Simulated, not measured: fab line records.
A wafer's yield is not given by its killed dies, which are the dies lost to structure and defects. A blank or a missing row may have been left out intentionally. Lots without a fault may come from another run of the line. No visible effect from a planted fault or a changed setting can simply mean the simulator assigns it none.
Matching of chambers | flow nand-harc | NHARC_A_BONDPAD_CMP_29 on cmp-01: 4 sister chambers
The step polishes SiCN, target thk 200 nm. 14 wafers are shown with their chamber, then 7 later ones without.

WAFERS, EACH WITH ITS CHAMBER
wafer  | chamber | motor-current-A (A) | retaining-ring-pressure-frac
L074.1 | 2       | 12.5                | 1.002
L074.2 | 3       | 11.0                | 1.006
L074.6 | 1       | 14.1                | 1.000
L075.1 | 2       | 12.4                | 0.998
L075.3 | 3       | 11.1                | 1.000
L075.6 | 3       | 11.2                | 0.994
L080.1 | 3       | 11.4                | 0.990
L080.4 | 1       | 13.2                | 1.008
L080.6 | 1       | 13.8                | 1.005
L081.1 | 1       | 14.3                | 0.993
L081.3 | 2       | 12.9                | 1.003
L081.6 | 0       | 12.6                | 1.002
L084.2 | 2       | 12.9                | 1.001
L084.3 | 0       | 12.3                | 0.996

SIGNATURES (means of the wafers above)
reading                      | chamber 0 | chamber 1 | chamber 2 | chamber 3 | scatter within a chamber
motor-current-A              | 12.450    | 13.850    | 12.675    | 11.175    | 0.321
retaining-ring-pressure-frac | 0.99900   | 1.00150   | 1.00100   | 0.99750   | 0.00555
Rule: a wafer lies at a distance from a chamber equal to the root of the sum of squares, over the readings, of (its reading less the chamber's mean, divided by the reading's scatter). If the next closest chamber is less than 2 further off than the closest, the wafer can't be placed; otherwise it belongs to the closest. The scatter: the root of (the sum of the squares of (reading less its chamber's mean) over the shown wafers, divided by (wafers less chambers)).

WAFERS WITH NO CHAMBER GIVEN
wafer  | motor-current-A (A) | retaining-ring-pressure-frac
L084.5 | 12.7                | 1.008
L096.1 | 12.0                | 1.000
L096.3 | 12.6                | 1.000
L096.6 | 12.6                | 1.001
L097.1 | 11.4                | 0.997
L097.2 | 13.7                | 1.005
L097.4 | 12.3                | 0.999

CHAMBER TAKEN BY EACH
wafer  | from the rows above          | in truth
L084.5 | can't be placed: 2 or 0      | 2
L096.1 | can't be placed: 0 or 2 or 3 | 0
L096.3 | can't be placed: 2 or 0      | 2
L096.6 | can't be placed: 2 or 0      | 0
L097.1 | 3                            | 3
L097.2 | 1                            | 1
L097.4 | can't be placed: 0 or 2      | 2
Correctly placed: 2 of 7. These rows do not allow placing 5 (true chamber among the candidates in 5). Number placed wrongly: 0.
